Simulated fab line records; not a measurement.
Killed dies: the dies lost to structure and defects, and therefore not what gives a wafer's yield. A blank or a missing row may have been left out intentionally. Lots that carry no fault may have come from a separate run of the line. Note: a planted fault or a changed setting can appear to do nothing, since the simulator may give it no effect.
What tool caused it? || flow n5-finfet || 30 wafers from 10 lots sampled at 3 of the route's 1938 steps

## WHAT THE GAUGES READ, wafer by wafer
N5_BEOL_M9_CD_MEAS_28: the cd target is 70 nm. Usual: cd-nm reads 69.85 nm (standard deviation 0.27).
{"lot": "L192", "measured": "day 9 19:07", "on": "cd-sem-02", "cd-nm (nm)": "70.27 69.36 69.68", "flag": ""}
{"lot": "L193", "measured": "day 10 11:53", "on": "cd-sem-03", "cd-nm (nm)": "69.74 69.49 69.73", "flag": ""}
{"lot": "L191", "measured": "day 10 12:03", "on": "cd-sem-01", "cd-nm (nm)": "69.72 69.47 70.08", "flag": ""}
{"lot": "L195", "measured": "day 11 02:56", "on": "cd-sem-02", "cd-nm (nm)": "69.54 69.72 69.12", "flag": ""}
{"lot": "L197", "measured": "day 11 14:23", "on": "cd-sem-03", "cd-nm (nm)": "69.68 69.72 69.96", "flag": ""}
{"lot": "L203", "measured": "day 13 09:55", "on": "cd-sem-02", "cd-nm (nm)": "69.54 70.05 69.68", "flag": ""}
{"lot": "L208", "measured": "day 14 09:23", "on": "cd-sem-03", "cd-nm (nm)": "69.88 69.64 69.73", "flag": ""}
{"lot": "L210", "measured": "day 14 13:07", "on": "cd-sem-02", "cd-nm (nm)": "69.71 69.89 69.89", "flag": ""}
{"lot": "L211", "measured": "day 15 02:41", "on": "cd-sem-02", "cd-nm (nm)": "70.16 69.94 69.48", "flag": ""}
{"lot": "L213", "measured": "day 15 21:36", "on": "cd-sem-01", "cd-nm (nm)": "70.30 70.21 69.97", "flag": ""}

N5_BEOL_M9_OVL_MEAS_29. Usual: for V8_OVL the level is -0.3 nm and the standard deviation is 0.6.
{"lot": "L192", "measured": "day 9 19:08", "on": "overlay-01", "V8_OVL (nm)": "0.6 -0.2 0.0", "flag": ""}
{"lot": "L193", "measured": "day 10 11:55", "on": "overlay-01", "V8_OVL (nm)": "-0.7 -1.3 -1.7", "flag": ""}
{"lot": "L191", "measured": "day 10 12:05", "on": "overlay-01", "V8_OVL (nm)": "0.7 0.2 0.0", "flag": ""}
{"lot": "L195", "measured": "day 11 02:58", "on": "overlay-02", "V8_OVL (nm)": "0.1 -0.6 -1.5", "flag": ""}
{"lot": "L197", "measured": "day 11 14:25", "on": "overlay-02", "V8_OVL (nm)": "-0.5 0.3 0.1", "flag": ""}
{"lot": "L203", "measured": "day 13 09:56", "on": "overlay-01", "V8_OVL (nm)": "-0.8 -1.0 -0.7", "flag": ""}
{"lot": "L208", "measured": "day 14 09:25", "on": "overlay-02", "V8_OVL (nm)": "-1.0 0.0 0.0", "flag": ""}
{"lot": "L210", "measured": "day 14 13:08", "on": "overlay-02", "V8_OVL (nm)": "-1.0 -0.9 -1.6", "flag": ""}
{"lot": "L211", "measured": "day 15 02:43", "on": "overlay-01", "V8_OVL (nm)": "-0.2 -0.1 -0.9", "flag": ""}
{"lot": "L213", "measured": "day 15 21:38", "on": "overlay-02", "V8_OVL (nm)": "-0.3 -0.2 -0.8", "flag": ""}

## WHAT TOOL EACH LOT RAN ON (gives the tool, then ch and the chambers of the sampled wafers, and finally the start)
{"lot": "L192", "N5_BEOL_M9_STRIP_67": "rie-diel-01 ch 0,2,3, day 9 18:35"}
{"lot": "L193", "N5_BEOL_M9_STRIP_67": "rie-diel-03 ch 0,2, day 10 10:49"}
{"lot": "L191", "N5_BEOL_M9_STRIP_67": "rie-diel-01 ch 1,3, day 10 11:14"}
{"lot": "L195", "N5_BEOL_M9_STRIP_67": "rie-diel-01 ch 0,2, day 11 00:53"}
{"lot": "L197", "N5_BEOL_M9_STRIP_67": "rie-diel-01 ch 0,2,3, day 11 11:32"}
{"lot": "L203", "N5_BEOL_M9_STRIP_67": "rie-diel-03 ch 1,2,3, day 13 09:23"}
{"lot": "L208", "N5_BEOL_M9_STRIP_67": "rie-diel-03 ch 0,2,3, day 14 08:51"}
{"lot": "L210", "N5_BEOL_M9_STRIP_67": "rie-diel-06 ch 0,1,3, day 14 11:14"}
{"lot": "L211", "N5_BEOL_M9_STRIP_67": "rie-diel-03 ch 0,2,3, day 14 22:49"}
{"lot": "L213", "N5_BEOL_M9_STRIP_67": "rie-diel-03 ch 1,2, day 15 21:02"}
- N5_BEOL_M9_STRIP_67: strips in CF4.

## WHAT THE TOOLS THEMSELVES READ (means of the sampled wafers that have a number; where no wafer has one, the mark that the record gives instead)
N5_BEOL_M9_STRIP_67. Usual: cf4-flow-sccm 150.1 sccm, standard deviation 0.42; chamber-pressure-mTorr 50.00 mTorr, standard deviation 0.051; drypump-motor-current-A 5.8 A, standard deviation 0.47; oes-product-au 0.79 a.u., standard deviation 0.08; rf-vpp-V 270.3 V, standard deviation 1.2; showerhead-plenum-p-Torr 1.754 Torr, standard deviation 0.03; throttle-valve-pct 13.64 %, standard deviation 0.25.
{"lot": "L192", "tool": "rie-diel-01", "cf4-flow-sccm (sccm)": 149.9, "chamber-pressure-mTorr (mTorr)": 50.02, "drypump-motor-current-A (A)": 6.3, "oes-product-au (a.u.)": 0.84, "rf-vpp-V (V)": 270.5, "showerhead-plenum-p-Torr (Torr)": 1.765, "throttle-valve-pct (%)": 13.46, "flag": ""}
{"lot": "L193", "tool": "rie-diel-03", "cf4-flow-sccm (sccm)": 150.3, "chamber-pressure-mTorr (mTorr)": 50.06, "drypump-motor-current-A (A)": 5.9, "oes-product-au (a.u.)": 0.83, "rf-vpp-V (V)": 271.8, "showerhead-plenum-p-Torr (Torr)": 1.798, "throttle-valve-pct (%)": 13.65, "flag": ""}
{"lot": "L191", "tool": "rie-diel-01", "cf4-flow-sccm (sccm)": 150.0, "chamber-pressure-mTorr (mTorr)": 50.00, "drypump-motor-current-A (A)": 6.4, "oes-product-au (a.u.)": 0.77, "rf-vpp-V (V)": 270.9, "showerhead-plenum-p-Torr (Torr)": 1.767, "throttle-valve-pct (%)": 13.50, "flag": ""}
{"lot": "L195", "tool": "rie-diel-01", "cf4-flow-sccm (sccm)": 150.4, "chamber-pressure-mTorr (mTorr)": 49.92, "drypump-motor-current-A (A)": 6.1, "oes-product-au (a.u.)": 0.88, "rf-vpp-V (V)": 269.5, "showerhead-plenum-p-Torr (Torr)": 1.755, "throttle-valve-pct (%)": 13.45, "flag": ""}
{"lot": "L197", "tool": "rie-diel-01", "cf4-flow-sccm (sccm)": 149.9, "chamber-pressure-mTorr (mTorr)": 49.99, "drypump-motor-current-A (A)": 6.3, "oes-product-au (a.u.)": 0.82, "rf-vpp-V (V)": 269.4, "showerhead-plenum-p-Torr (Torr)": 1.761, "throttle-valve-pct (%)": 13.50, "flag": ""}
{"lot": "L203", "tool": "rie-diel-03", "cf4-flow-sccm (sccm)": 150.2, "chamber-pressure-mTorr (mTorr)": 50.00, "drypump-motor-current-A (A)": 5.4, "oes-product-au (a.u.)": 0.78, "rf-vpp-V (V)": 270.6, "showerhead-plenum-p-Torr (Torr)": 1.749, "throttle-valve-pct (%)": 13.87, "flag": ""}
{"lot": "L208", "tool": "rie-diel-03", "cf4-flow-sccm (sccm)": 150.2, "chamber-pressure-mTorr (mTorr)": 50.01, "drypump-motor-current-A (A)": 5.5, "oes-product-au (a.u.)": 0.75, "rf-vpp-V (V)": 270.7, "showerhead-plenum-p-Torr (Torr)": 1.760, "throttle-valve-pct (%)": 13.84, "flag": ""}
{"lot": "L210", "tool": "rie-diel-06", "cf4-flow-sccm (sccm)": 150.0, "chamber-pressure-mTorr (mTorr)": 50.03, "drypump-motor-current-A (A)": 5.5, "oes-product-au (a.u.)": 0.74, "rf-vpp-V (V)": 270.0, "showerhead-plenum-p-Torr (Torr)": 1.717, "throttle-valve-pct (%)": 13.61, "flag": ""}
{"lot": "L211", "tool": "rie-diel-03", "cf4-flow-sccm (sccm)": 150.2, "chamber-pressure-mTorr (mTorr)": 50.02, "drypump-motor-current-A (A)": 5.5, "oes-product-au (a.u.)": 0.74, "rf-vpp-V (V)": 269.6, "showerhead-plenum-p-Torr (Torr)": 1.759, "throttle-valve-pct (%)": 13.85, "flag": ""}
{"lot": "L213", "tool": "rie-diel-03", "cf4-flow-sccm (sccm)": 150.1, "chamber-pressure-mTorr (mTorr)": 50.03, "drypump-motor-current-A (A)": 5.6, "oes-product-au (a.u.)": 0.76, "rf-vpp-V (V)": 271.6, "showerhead-plenum-p-Torr (Torr)": 1.765, "throttle-valve-pct (%)": 13.98, "flag": ""}

## THE ANSWER, worked out from the rows above alone
Rule: a lot counts as off when the mean over its wafers that have a number is more than 3 standard deviations away from the usual mean. Also off: a lot with no number at a reading for which 4 or more lots have one. All remaining lots with rows at the step are treated as sound. First the gauges in route order, then the tools' own readings, where a lot's mean is used as printed above. At the first step where some lot is off, the reading lying furthest off is the one used; lots without a number count as furthest.
Across all readings shown, no lot is off: no conclusion can be drawn from this.

## WHAT HAD BEEN PUT IN BY THE SIMULATOR
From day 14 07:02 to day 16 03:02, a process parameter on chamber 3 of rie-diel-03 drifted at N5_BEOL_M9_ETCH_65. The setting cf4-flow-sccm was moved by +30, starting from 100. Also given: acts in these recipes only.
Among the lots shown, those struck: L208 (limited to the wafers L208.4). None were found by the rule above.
